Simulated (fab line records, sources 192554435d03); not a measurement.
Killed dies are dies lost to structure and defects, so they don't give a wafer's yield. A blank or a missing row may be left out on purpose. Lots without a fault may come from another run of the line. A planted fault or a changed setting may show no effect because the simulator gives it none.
fab line records | flow n5_finfet
record lots=10 wafers=30 last_day=19
route steps=1938 shown BEOL_M10@1504
lots that met no fault: from a run of the same line without faults
start_h: hours from the record's first day to the start of the lot's first wafer shown | wait_h: hours since the lot's step before | " the same as in the row above | L1.1+2: a row that stands for several wafers | - no value, or no start given | * or withheld: withheld | < > ~ a bound
route shown NAME@n: a module of which the file shows steps, and the number in the route of the first | usual: mean/standard deviation of fault-free wafers | same: alike in all rows | chamber/n: place in a boat | sites: the reading at each site | _std_site: their standard deviation | _edge_site: outer sites' mean less inner sites' | radius_mm: how far each site lies from the wafer's centre | mask NAME#n: copy n | behind: the tool/chamber that last shaped the wafer | hold: why the lot was held/for how many hours/how that ended | device: the transistor (n, p or np) that didn't switch | end of line: the same wafers' tests at the end of the route | a step without rows: its recipe alone | killed: dies lost to structure and defects at the first sort, not the wafer's yield | map: a wafer's dies, x killed, . not, _ none there
set.NAME: the setting as run; set.NAME@STEP: as run at that earlier step | model.NAME: the simulator's own value behind a step, which no gauge read
steps of the route over a sample of lots; a table a step, a row a wafer
services: from which hour (start_h, from the record's first day; less than 0 if before it) a tool's chamber was out of use, for how many hours, and why
## steps
# step N5_BEOL_M10_INSPECT_30
# recipe mode=adi inspect_instrument=brightfield
# usual raw_defect_count=416/83
# columns lot.wafer tool chamber start_h wait_h raw_defect_count
L615.3 defect_inspect-01 - 254.04 0.0 392
L615.5 " - " " 438
L615.6 " - " " 393
L616.2 defect_inspect-02 - 259.83 0.0 345
L616.3 " - " " 421
L616.5 " - " " 364
L619.1 defect_inspect-02 - 275.74 0.0 318
L619.3 " - " " 427
L619.4 " - " " 437
L622.1 defect_inspect-02 - 293.34 0.0 386
L622.2 " - " " 424
L622.5 " - " " 264
L623.1 defect_inspect-02 - 298.86 0.0 465
L623.2 " - " " 422
L623.6 " - " " 592
L629.3 defect_inspect-02 - 341.40 0.0 457
L629.5 " - " " 457
L629.6 " - " " 482
L633.2 defect_inspect-01 - 344.79 0.0 389
L633.3 " - " " 475
L633.6 " - " " 385
L631.1 defect_inspect-02 - 354.66 0.0 410
L631.3 " - " " 311
L631.5 " - " " 457
L636.1 defect_inspect-02 - 378.12 0.0 410
L636.4 " - " " 505
L636.6 " - " " 402
L638.1 defect_inspect-02 - 402.45 0.0 347
L638.3 " - " " 469
L638.6 " - " " 291
# step N5_BEOL_M10_DESCUM_33
# recipe chemistry=O2 time_s=7.9 source_power_w=50 bias_power_w=20 pressure_mtorr=20 rf_frequency_hz=2.712e+07 temp_c=40 resist=CAR-ArF o2_flow_sccm=225
# usual drypump_motor_current_A=5.7/0.41 oes_product_au=0.79/0.09 rf_vpp_V=243.2/1 showerhead_plenum_p_Torr=2.10/0.044 throttle_valve_pct=20.43/0.22
# columns lot.wafer tool chamber start_h wait_h drypump_motor_current_A oes_product_au rf_hours_counter_h rf_vpp_V showerhead_plenum_p_Torr throttle_valve_pct
L615.3 rie_diel-06 1 254.08 0.0 5.8 0.81 61 245.6 2.10 20.02
L615.5 " 3 " " 5.8 0.71 - 243.8 2.09 20.63
L615.6 " 2 " " 6.3 0.70 - 242.9 2.05 20.47
L616.2 rie_diel-02 2 259.98 0.1 5.8 0.82 72 243.2 2.12 20.41
L616.3 " 3 " " 6.3 0.87 46 244.2 2.21 20.34
L616.5 " 2 " " 5.8 0.83 - 243.4 2.12 20.41
L619.1 rie_diel-02 3 275.78 0.0 6.3 0.87 54 245.4 2.21 20.32
L619.3 " 0 " " 5.2 0.94 - 243.3 2.15 20.41
L619.4 " 3 " " 6.3 0.87 - 244.8 2.21 20.32
L622.1 rie_diel-06 2 293.37 0.0 6.3 0.70 240 242.2 2.05 20.47
L622.2 " 3 " " 5.8 0.70 213 243.1 2.08 20.64
L622.5 " 3 " " 5.8 0.70 - 241.6 2.08 20.64
L623.1 rie_diel-06 0 298.90 0.0 5.8 0.85 74 242.3 2.11 20.44
L623.2 " 3 " " 5.9 0.69 216 242.4 2.08 20.65
L623.6 " 3 " " 5.8 0.69 - 241.7 2.08 20.65
L629.3 rie_diel-06 3 341.51 0.1 5.8 0.68 233 245.1 2.08 20.70
L629.5 " 3 " " 5.8 0.68 - 242.6 2.08 20.68
L629.6 " 1 " " 5.7 0.79 - 243.3 2.09 20.07
L633.2 rie_diel-02 3 344.82 0.0 6.4 0.83 82 243.9 2.20 20.37
L633.3 " 1 " " 5.0 0.93 16 243.0 2.05 20.19
L633.6 " 0 " " 5.2 0.87 - 244.2 2.14 20.45
L631.1 rie_diel-06 0 354.91 0.3 5.8 0.81 98 243.5 2.10 20.49
L631.3 " 1 " " 5.7 0.77 100 242.7 2.09 20.09
L631.5 " 3 " " 5.8 0.68 - 242.6 2.07 20.69
L636.1 rie_diel-05 0 378.15 0.0 6.2 0.67 244 242.6 2.08 20.92
L636.4 " 1 " " 5.4 0.68 244 242.9 2.05 20.73
L636.6 " 3 " " 5.3 0.80 - 242.5 2.10 20.32
L638.1 rie_diel-05 1 402.50 0.1 5.4 0.68 251 242.1 2.05 20.72
L638.3 " 2 " " 5.5 0.87 37 243.4 2.05 20.16
L638.6 " 3 " " 5.3 0.78 - 243.7 2.09 20.33
# step N5_BEOL_M10_ETCH_66
# recipe chemistry=N2/H2 target=SOC target_depth_a=1200 overetch_a=240 mask_material=SiARC temp_c=40 time_s=180 ion_energy_ev=200 pressure_mtorr=30 source_w=840 bias_w=150 n2_flow_sccm=200 h2_flow_sccm=200
# usual drypump_motor_current_A=5.7/0.41 oes_product_au=0.64/0.068 rf_vpp_V=524.1/1.7 run_length_s=203.3/0.33 showerhead_plenum_p_Torr=2.55/0.055 throttle_valve_pct=17.80/0.19
# columns lot.wafer tool chamber start_h wait_h drypump_motor_current_A oes_product_au rf_hours_counter_h rf_vpp_V run_length_s showerhead_plenum_p_Torr throttle_valve_pct
L615.3 rie_diel-06 1 254.16 0.0 5.8 0.67 61 525.3 203.6 2.61 17.74
L615.5 " 3 " " 5.8 0.58 - 523.1 203.3 2.50 17.81
L615.6 " 2 " " 6.3 0.57 - 524.1 202.9 2.50 17.87
L616.2 rie_diel-02 2 260.07 0.0 5.8 0.67 72 524.1 203.0 2.57 17.80
L616.3 " 3 " " 6.4 0.70 46 528.4 203.2 2.67 17.46
L616.5 " 2 " " 5.8 0.66 - 524.4 203.2 2.57 17.81
L619.1 rie_diel-02 3 275.90 0.1 6.4 0.69 54 527.0 202.7 2.67 17.48
L619.3 " 0 " " 5.2 0.75 - 524.0 203.1 2.59 17.66
L619.4 " 3 " " 6.4 0.69 - 528.7 202.9 2.67 17.47
L622.1 rie_diel-06 2 293.46 0.0 6.3 0.55 240 522.3 203.0 2.50 17.90
L622.2 " 3 " " 5.8 0.57 213 522.0 203.4 2.50 17.83
L622.5 " 3 " " 5.8 0.57 - 523.4 203.4 2.50 17.83
L623.1 rie_diel-06 0 298.98 0.0 5.8 0.67 74 524.1 203.4 2.56 17.86
L623.2 " 3 " " 5.8 0.57 216 522.4 203.5 2.49 17.82
L623.6 " 3 " " 5.8 0.57 - 523.2 203.1 2.49 17.84
L629.3 rie_diel-06 3 341.59 0.0 5.8 0.56 233 523.6 203.5 2.49 17.87
L629.5 " 3 " " 5.8 0.56 - 523.1 204.0 2.49 17.86
L629.6 " 1 " " 5.8 0.59 - 524.9 230.7 2.59 17.79
L633.2 rie_diel-02 3 344.91 0.0 6.4 0.66 83 526.1 203.0 2.65 17.52
L633.3 " 1 " " 5.0 0.74 16 523.2 203.3 2.48 17.49
L633.6 " 0 " " 5.2 0.70 - 526.1 203.2 2.58 17.72
L631.1 rie_diel-06 0 355.00 0.0 5.8 0.65 98 524.4 203.7 2.55 17.91
L631.3 " 1 " " 5.7 0.59 100 525.0 231.1 2.59 17.80
L631.5 " 3 " " 5.8 0.56 - 521.8 203.5 2.48 17.87
L636.1 rie_diel-05 0 378.24 0.0 6.2 0.54 244 522.7 203.2 2.49 18.11
L636.4 " 1 " " 5.4 0.56 244 522.5 202.9 2.50 18.16
L636.6 " 3 " " 5.3 0.63 - 524.2 203.2 2.57 17.93
L638.1 rie_diel-05 1 402.59 0.0 5.4 0.55 251 521.4 203.2 2.50 18.16
L638.3 " 2 " " 5.5 0.71 37 524.2 203.6 2.49 17.49
L638.6 " 3 " " 5.3 0.63 - 524.9 203.3 2.57 17.95
# step N5_BEOL_M10_TRENCH_ETCH_37
# recipe chemistry=C4F6/O2 target_depth_a=1488.3 target=SiCOH_lowk time_s=48 ion_energy_ev=250 pressure_mtorr=30 source_w=345 bias_w=185 Ar_flow_sccm=300 C4F6_flow_sccm=10 O2_flow_sccm=10
# usual drypump_motor_current_A=5.7/0.41 oes_ar_750_au=0.79/0.082 oes_f_703_au=0.79/0.082 oes_product_au=0.79/0.089 rf_vpp_V=661/12 run_length_s=71.3/0.33 showerhead_plenum_p_Torr=2.85/0.054 throttle_valve_pct=20.89/0.15
# columns lot.wafer tool chamber start_h wait_h drypump_motor_current_A oes_ar_750_au oes_f_703_au oes_product_au rf_hours_counter_h rf_vpp_V run_length_s showerhead_plenum_p_Torr throttle_valve_pct
L615.3 rie_diel-06 1 - - 5.7 0.83 0.83 0.82 61 660 71.7 2.89 20.74
L615.5 " 3 " " 5.8 0.72 0.75 0.71 - 648 71.4 2.81 20.98
L615.6 " 2 " " 6.3 0.69 0.66 0.69 - 688 70.9 2.81 21.04
L616.2 rie_diel-02 2 - - 5.8 0.81 0.82 0.81 72 648 71.7 2.87 20.85
L616.3 " 3 " " 6.4 0.86 0.86 0.87 46 667 70.9 2.98 20.72
L616.5 " 2 " " 5.8 0.82 0.82 0.81 - 646 71.2 2.87 20.84
L619.1 rie_diel-02 3 - - 6.4 0.85 0.85 0.86 54 668 70.8 2.98 20.72
L619.3 " 0 " " 5.2 0.94 0.95 0.94 - 654 71.3 2.90 20.82
L619.4 " 3 " " 6.3 0.84 0.85 0.86 - 667 70.7 2.98 20.73
L622.1 rie_diel-06 2 - - 6.3 0.66 0.64 0.67 240 688 71.5 2.80 21.04
L622.2 " 3 " " 5.8 0.71 0.73 0.70 213 646 71.2 2.81 21.01
L622.5 " 3 " " 5.8 0.71 0.73 0.70 - 647 71.5 2.81 21.01
L623.1 rie_diel-06 0 - - 5.8 0.82 0.83 0.83 74 673 71.7 2.86 20.86
L623.2 " 3 " " 5.8 0.71 0.73 0.69 216 646 71.4 2.81 21.00
L623.6 " 3 " " 5.8 0.72 0.72 0.70 - 647 71.5 2.81 21.01
L629.3 rie_diel-06 3 - - 5.8 0.71 0.72 0.68 233 647 71.3 2.80 21.03
L629.5 " 3 " " 5.8 0.70 0.72 0.68 - 647 71.1 2.80 21.03
L629.6 " 1 " " 5.7 0.79 0.80 0.78 - 660 71.4 2.88 20.78
L633.2 rie_diel-02 3 - - 6.4 0.82 0.81 0.82 83 668 70.7 2.96 20.77
L633.3 " 1 " " 5.0 0.90 0.89 0.92 16 656 71.5 2.80 20.76
L633.6 " 0 " " 5.2 0.87 0.89 0.87 - 655 71.2 2.89 20.87
L631.1 rie_diel-06 0 - - 5.8 0.80 0.80 0.81 98 672 71.6 2.85 20.90
L631.3 " 1 " " 5.7 0.79 0.80 0.77 100 660 71.3 2.87 20.77
L631.5 " 3 " " 5.8 0.69 0.71 0.68 - 646 71.1 2.79 21.03
L636.1 rie_diel-05 0 - - 6.3 0.67 0.66 0.66 244 668 71.3 2.80 21.21
L636.4 " 1 " " 5.4 0.70 0.70 0.68 244 656 71.1 2.78 21.14
L636.6 " 3 " " 5.3 0.79 0.81 0.79 - 650 71.1 2.85 20.82
L638.1 rie_diel-05 1 - - 5.4 0.69 0.70 0.67 252 656 71.2 2.78 21.14
L638.3 " 2 " " 5.5 0.87 0.85 0.87 37 668 72.3 2.80 20.68
L638.6 " 3 " " 5.3 0.78 0.80 0.78 - 650 71.4 2.85 20.82
## services
# columns tool chamber start_h hours kind
rie_diel-02 0 233.99 1.9 repair
rie_diel-02 0 250.82 - clean
rie_diel-02 0 250.82 - consumable_replace:focus_ring
rie_diel-02 0 250.82 18.0 scheduled_down
rie_diel-02 0 250.82 18.0 vent_cycle
rie_diel-02 1 269.00 - clean
rie_diel-02 1 269.00 - consumable_replace:focus_ring
rie_diel-02 1 269.00 33.2 scheduled_down
rie_diel-02 1 269.00 33.2 vent_cycle
rie_diel-02 2 274.60 2.7 repair
rie_diel-05 2 276.14 - clean
rie_diel-05 2 276.14 - consumable_replace:focus_ring
rie_diel-05 2 276.14 16.3 scheduled_down
rie_diel-05 2 276.14 16.3 vent_cycle
rie_diel-06 2 318.16 10.9 repair
rie_diel-02 0 359.18 8.3 repair
rie_diel-06 - 369.08 2.8 pm
rie_diel-06 3 388.92 - clean
rie_diel-06 3 388.92 - consumable_replace:focus_ring
rie_diel-06 3 388.92 19.5 scheduled_down
rie_diel-06 3 388.92 19.5 vent_cycle
rie_diel-02 0 396.89 2.6 repair
rie_diel-05 0 399.21 - clean
rie_diel-05 0 399.21 - consumable_replace:focus_ring
## key
first_sign step=N5_BEOL_M10_ETCH_66 reading=run_length_s direction=up sigmas=83 usual=* struck=*
effect none on later readings
met_at N5_BEOL_M10_ETCH_66
struck_lots L629,L631
struck_wafers L629.6,L631.3
not_acting_at N5_BEOL_M10_INSPECT_30,N5_BEOL_M10_DESCUM_33,N5_BEOL_M10_TRENCH_ETCH_37
onset_between 254.16 341.59
fault kind=process_parameter_drift tool=rie_diel-06 chamber=1 onset_h=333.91 steps=N5_BEOL_M10_ETCH_66 channel=time_s offset=* shape=step end_h=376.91 acts_in=* stated=*
